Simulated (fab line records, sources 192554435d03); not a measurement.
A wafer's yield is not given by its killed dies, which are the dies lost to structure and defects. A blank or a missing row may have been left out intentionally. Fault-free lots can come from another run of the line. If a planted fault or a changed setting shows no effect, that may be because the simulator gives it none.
What tool caused it? + flow n5Finfet + 8 lots with 24 wafers sampled at 5 steps, on a route of 1938 steps

## WHAT THE GAUGES READ, wafer by wafer
N5_BEOL_M4_RC_MEAS_101. Usual: DIBL_N 35.4 mV/V, standard deviation 2.1; DIBL_P 34.8 mV/V, standard deviation 2.6; IOFF_N 0.15 nA/um, standard deviation 0.037; IOFF_P 0.19 nA/um, standard deviation 0.037; ION_N 677 uA/um, standard deviation 16; ION_P 462 uA/um, standard deviation 9.3; SS_N 71.4 mV/dec, standard deviation 0.75; SS_P 72.9 mV/dec, standard deviation 0.77; VT_N 250 mV, standard deviation 3.7; VT_P -251 mV, standard deviation 3.5.
| lot  | measured     | on        | DIBL_N (mV/V)  | DIBL_P (mV/V)  | IOFF_N (nA/um) | IOFF_P (nA/um) | ION_N (uA/um) | ION_P (uA/um) | SS_N (mV/dec)  | SS_P (mV/dec)  | VT_N (mV)   | VT_P (mV)      | flag |
|------|--------------|-----------|----------------|----------------|----------------|----------------|---------------|---------------|----------------|----------------|-------------|----------------|------|
| L753 | day 9 06:27  | prober-02 | 34.7 31.1 35.3 | 35.4 31.0 35.7 | 0.15 0.09 0.14 | 0.18 0.13 0.19 | 697 665 679   | 463 461 464   | 70.7 70.3 71.1 | 72.6 71.1 72.5 | 249 256 249 | -256 -256 -252 |      |
| L754 | day 9 08:56  | prober-02 | 39.0 32.9 37.2 | 37.7 31.1 35.9 | 0.24 0.12 0.20 | 0.23 0.15 0.21 | 679 672 688   | 456 463 465   | 72.0 70.8 72.7 | 74.2 72.4 73.9 | 245 255 245 | -248 -252 -248 |      |
| L756 | day 9 10:58  | prober-01 | 34.8 37.2 34.0 | 33.8 36.0 32.3 | 0.13 0.16 0.12 | 0.16 0.18 0.13 | 664 678 660   | 456 457 448   | 71.1 71.7 70.9 | 73.1 73.2 71.5 | 251 248 255 | -257 -253 -257 |      |
| L764 | day 11 15:32 | prober-01 | 33.4 32.9 36.4 | 32.6 31.6 34.9 | 0.11 0.10 0.15 | 0.17 0.15 0.20 | 661 643 652   | 455 453 452   | 71.3 70.7 72.4 | 72.1 72.0 72.8 | 254 260 253 | -250 -253 -249 |      |
| L766 | day 12 14:50 | prober-01 | 37.6 35.6 38.4 | 37.1 36.4 37.6 | 0.17 0.13 0.22 | 0.22 0.20 0.24 | 678 662 669   | 467 464 460   | 71.9 71.2 72.4 | 73.8 72.4 73.7 | 248 254 249 | -246 -250 -248 |      |
| L770 | day 13 15:20 | prober-01 | 35.9 39.2 35.8 | 34.1 39.1 33.8 | 0.13 0.20 0.13 | 0.15 0.22 0.14 | 656 709 668   | 449 469 445   | 71.6 72.2 71.5 | 72.8 74.6 73.2 | 255 245 254 | -254 -253 -261 |      |
| L772 | day 14 15:19 | prober-01 | 35.5 32.7 35.4 | 35.0 31.9 36.6 | 0.15 0.11 0.16 | 0.23 0.18 0.25 | 676 672 688   | 468 472 474   | 71.7 70.3 71.5 | 73.1 71.7 72.9 | 254 254 249 | -243 -247 -244 |      |
| L773 | day 14 14:02 | prober-02 | 38.0 36.1 36.0 | 40.0 37.1 36.9 | 0.22 0.18 0.17 | 0.26 0.23 0.21 | 710 701 689   | 477 476 467   | 72.6 71.7 71.4 | 73.7 73.3 73.6 | 242 247 246 | -247 -250 -250 |      |

## WHICH TOOL RAN EACH LOT (tool, then ch and the chambers of the sampled wafers, then the start)
| lot  | N5_SDB_ETCH_17                   | N5_SDB_HM_OPEN_20                | N5_HKMG_FIN_HK_ANNEAL_02       | N5_HKMG_FIN_ETCH_54              |
|------|----------------------------------|----------------------------------|--------------------------------|----------------------------------|
| L753 | rieDiel-01 ch 0,3, day 4 16:25   | rieDiel-01 ch 0,3, day 4 16:37   | rtpAnneal-01 ch 0, day 4 22:03 | rieDiel-01 ch 0,1,2, day 4 23:07 |
| L754 | rieDiel-03 ch 1,2,3, day 4 22:17 | rieDiel-03 ch 1,2,3, day 4 22:29 | rtpAnneal-01 ch 0, day 5 07:17 | rieDiel-01 ch 0,1,3, day 5 08:10 |
| L756 | rieDiel-05 ch 0,1,3, day 5 08:25 | rieDiel-05 ch 0,1,3, day 5 08:37 | rtpAnneal-01 ch 0, day 5 13:04 | rieDiel-01 ch 0,2, day 5 14:23   |
| L764 | rieDiel-01 ch 0,1,2, day 7 11:16 | rieDiel-01 ch 0,1,2, day 7 11:27 | rtpAnneal-01 ch 0, day 7 16:56 | rieDiel-01 ch 0,2, day 7 18:13   |
| L766 | rieDiel-03 ch 0,3, day 7 20:20   | rieDiel-03 ch 0,3, day 7 20:32   | rtpAnneal-01 ch 0, day 8 01:30 | rieDiel-01 ch 0,1, day 8 02:51   |
| L770 | rieDiel-01 ch 0,1,3, day 8 21:23 | rieDiel-01 ch 0,1,3, day 8 21:35 | rtpAnneal-02 ch 0, day 9 03:44 | rieDiel-05 ch 0,2,3, day 9 05:10 |
| L772 | rieDiel-01 ch 0,2,3, day 9 10:56 | rieDiel-01 ch 0,2,3, day 9 11:07 | rtpAnneal-01 ch 0, day 9 19:38 | rieDiel-05 ch 0,1,3, day 9 20:50 |
| L773 | rieDiel-03 ch 0,3, day 9 15:25   | rieDiel-03 ch 0,3, day 9 15:37   | rtpAnneal-02 ch 0, day 9 20:12 | rieDiel-03 ch 0,1,2, day 9 21:14 |
- N5_SDB_ETCH_17: etches SiARC in CF4, target depth 23.4 nm, time 39 s.
- N5_SDB_HM_OPEN_20: chemistry CH3F/O2, target SiNx, stops on poly-Si, target depth 24 nm.
- N5_HKMG_FIN_HK_ANNEAL_02: time 30 s.
- N5_HKMG_FIN_ETCH_54: etches SiARC in CF4, target depth 45.5 nm, time 75.8 s.

## WHAT THE TOOLS THEMSELVES READ (means of the sampled wafers that have a number; where no wafer has one, the mark that the record gives instead)
N5_SDB_ETCH_17. Usual: cf4FlowSccm 100.02 sccm, standard deviation 0.29; drypumpMotorCurrentA 5.7 A, standard deviation 0.35; etchRfOnTimeS 38.1 s, standard deviation 1.1; oesProductAu 0.68 a.u., standard deviation 0.076; rfFwdPowerW 532.7 W, standard deviation 2.6; rfVppV 184.1 V, standard deviation 1.2; showerheadPlenumPTorr 2.15 Torr, standard deviation 0.073; throttleValvePct 15.69 %, standard deviation 0.24.
| lot  | tool       | cf4FlowSccm (sccm) | drypumpMotorCurrentA (A) | etchRfOnTimeS (s) | oesProductAu (a.u.) | rfFwdPowerW (W) | rfVppV (V) | showerheadPlenumPTorr (Torr) | throttleValvePct (%) | flag |
|------|------------|--------------------|--------------------------|-------------------|---------------------|-----------------|------------|------------------------------|----------------------|------|
| L753 | rieDiel-01 | 99.72              | 5.8                      | 37.8              | 0.67                | 532.2           | 184.0      | 2.13                         | 15.74                |      |
| L754 | rieDiel-03 | 100.13             | 5.6                      | 37.3              | 0.70                | 531.4           | 183.7      | 2.10                         | 15.61                |      |
| L756 | rieDiel-05 | 100.32             | 5.7                      | 38.0              | 0.68                | 533.5           | 183.6      | 2.14                         | 15.70                |      |
| L764 | rieDiel-01 | 100.10             | 6.1                      | 38.3              | 0.75                | 531.9           | 185.6      | 2.20                         | 15.56                |      |
| L766 | rieDiel-03 | 99.55              | 5.6                      | 37.0              | 0.70                | 533.4           | 185.0      | 2.19                         | 15.65                |      |
| L770 | rieDiel-01 | 99.97              | 5.8                      | 38.6              | 0.72                | 536.0           | 185.1      | 2.22                         | 15.51                |      |
| L772 | rieDiel-01 | 99.91              | 5.8                      | 37.8              | 0.77                | 533.3           | 185.4      | 2.20                         | 15.57                |      |
| L773 | rieDiel-03 | 100.18             | 5.6                      | 37.0              | 0.68                | 536.6           | 183.9      | 2.18                         | 15.66                |      |

N5_SDB_HM_OPEN_20. Usual: drypumpMotorCurrentA 5.7 A, standard deviation 0.35; oesProductAu 0.64 a.u., standard deviation 0.069; rfFwdPowerW 391.5 W, standard deviation 1.5; rfVppV 296 V, standard deviation 5.9; showerheadPlenumPTorr 2.01 Torr, standard deviation 0.075; throttleValvePct 16.42 %, standard deviation 0.22.
| lot  | tool       | drypumpMotorCurrentA (A) | oesProductAu (a.u.) | rfFwdPowerW (W) | rfVppV (V) | showerheadPlenumPTorr (Torr) | throttleValvePct (%) | flag |
|------|------------|--------------------------|---------------------|-----------------|------------|------------------------------|----------------------|------|
| L753 | rieDiel-01 | 5.8                      | 0.65                | 392.9           | 294        | 1.99                         | 16.47                |      |
| L754 | rieDiel-03 | 5.6                      | 0.66                | 391.0           | 294        | 1.96                         | 16.36                |      |
| L756 | rieDiel-05 | 5.6                      | 0.63                | 390.8           | 296        | 1.99                         | 16.37                |      |
| L764 | rieDiel-01 | 6.1                      | 0.70                | 390.2           | 300        | 2.07                         | 16.33                |      |
| L766 | rieDiel-03 | 5.6                      | 0.64                | 392.0           | 296        | 2.05                         | 16.40                |      |
| L770 | rieDiel-01 | 5.7                      | 0.69                | 392.6           | 298        | 2.08                         | 16.26                |      |
| L772 | rieDiel-01 | 5.8                      | 0.73                | 391.4           | 297        | 2.07                         | 16.32                |      |
| L773 | rieDiel-03 | 5.6                      | 0.64                | 392.9           | 295        | 2.04                         | 16.43                |      |

N5_HKMG_FIN_HK_ANNEAL_02. Usual: lampPowerPct 8.79 %, standard deviation 0.055; lamp_zone_4_pct 8.794 %, standard deviation 0.011; wafer_temp_C_max 702.9, standard deviation 0.81.
| lot  | tool         | lampPowerPct (%) | lamp_zone_4_pct (%) | wafer_temp_C_max | flag |
|------|--------------|------------------|---------------------|------------------|------|
| L753 | rtpAnneal-01 | 8.79             | 8.802               | 702.5            |      |
| L754 | rtpAnneal-01 | 8.80             | 8.788               | 702.9            |      |
| L756 | rtpAnneal-01 | 8.77             | 8.786               | 702.8            |      |
| L764 | rtpAnneal-01 | 8.75             | 8.803               | 704.5            |      |
| L766 | rtpAnneal-01 | 8.87             | 8.794               | 702.5            |      |
| L770 | rtpAnneal-02 | 8.84             | 8.797               | 702.9            |      |
| L772 | rtpAnneal-01 | 8.82             | 8.788               | 702.4            |      |
| L773 | rtpAnneal-02 | 8.80             | 8.807               | 702.8            |      |

N5_HKMG_FIN_ETCH_54. Usual: cf4FlowSccm 100.04 sccm, standard deviation 0.29; drypumpMotorCurrentA 5.8 A, standard deviation 0.34; etchRfOnTimeS 74.2 s, standard deviation 2.3; oesProductAu 0.69 a.u., standard deviation 0.083; rfFwdPowerW 537.9 W, standard deviation 2.3; rfVppV 184.2 V, standard deviation 1.1; showerheadPlenumPTorr 2.15 Torr, standard deviation 0.068; throttleValvePct 15.68 %, standard deviation 0.25.
| lot  | tool       | cf4FlowSccm (sccm) | drypumpMotorCurrentA (A) | etchRfOnTimeS (s) | oesProductAu (a.u.) | rfFwdPowerW (W) | rfVppV (V) | showerheadPlenumPTorr (Torr) | throttleValvePct (%) | flag |
|------|------------|--------------------|--------------------------|-------------------|---------------------|-----------------|------------|------------------------------|----------------------|------|
| L753 | rieDiel-01 | 100.05             | 6.1                      | 75.4              | 0.68                | 538.2           | 185.5      | 2.21                         | 15.67                |      |
| L754 | rieDiel-01 | 99.99              | 5.7                      | 75.6              | 0.66                | 538.4           | 184.5      | 2.15                         | 15.61                |      |
| L756 | rieDiel-01 | 99.77              | 6.2                      | 76.6              | 0.62                | 535.8           | 184.4      | 2.20                         | 15.89                |      |
| L764 | rieDiel-01 | 100.11             | 6.2                      | 55.7              | 0.89                | 753.0           | 166.2      | 2.18                         | 15.71                | OFF  |
| L766 | rieDiel-01 | 100.07             | 6.0                      | 67.3              | 0.74                | 646.5           | 175.1      | 2.20                         | 15.53                | OFF  |
| L770 | rieDiel-05 | 99.90              | 5.7                      | 71.8              | 0.76                | 537.9           | 183.6      | 2.10                         | 15.72                |      |
| L772 | rieDiel-05 | 100.06             | 5.6                      | 73.1              | 0.73                | 537.5           | 184.2      | 2.13                         | 15.58                |      |
| L773 | rieDiel-03 | 99.86              | 5.5                      | 74.0              | 0.61                | 537.5           | 183.9      | 2.10                         | 15.89                |      |

## THE ANSWER, worked out from the rows above alone
Rule: a lot counts as off when the mean over its wafers that have a number is more than 3 standard deviations away from the usual mean. Also off: a lot with no number at a reading for which 4 or more lots have one. All remaining lots with rows at the step are treated as sound. The gauges are gone through in route order, then the tools' own readings, and for those a lot's mean is taken as printed above. At the first step where some lot is off, the reading lying furthest off is the one used; lots without a number count as furthest.
Off: L764, L766 (N5_HKMG_FIN_ETCH_54, rfFwdPowerW).
A tool fits if, at that step or a process step before it, it ran every lot that is off, and no sound lot after the first of them. One fits: N5_HKMG_FIN_ETCH_54 on rieDiel-01. A fault onset in the window from L756 (day 5 14:23, its last sound lot) to L764 (day 7 18:13, its first lot off) fits.
The tool's own readings at N5_HKMG_FIN_ETCH_54 bear it out: on the lots that are off they differ by more than 5 times the standard deviation of the sound lots' means. etchRfOnTimeS reads 61.5 s there against 74.4 s on the sound lots; rfFwdPowerW reads 699.8 W there against 537.5 W on the sound lots; rfVppV reads 170.6 V there against 184.3 V on the sound lots.

## WHAT THE SIMULATOR HAD INSERTED
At N5_HKMG_FIN_ETCH_54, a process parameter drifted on rieDiel-01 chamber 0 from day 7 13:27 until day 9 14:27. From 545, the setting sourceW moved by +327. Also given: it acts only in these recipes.
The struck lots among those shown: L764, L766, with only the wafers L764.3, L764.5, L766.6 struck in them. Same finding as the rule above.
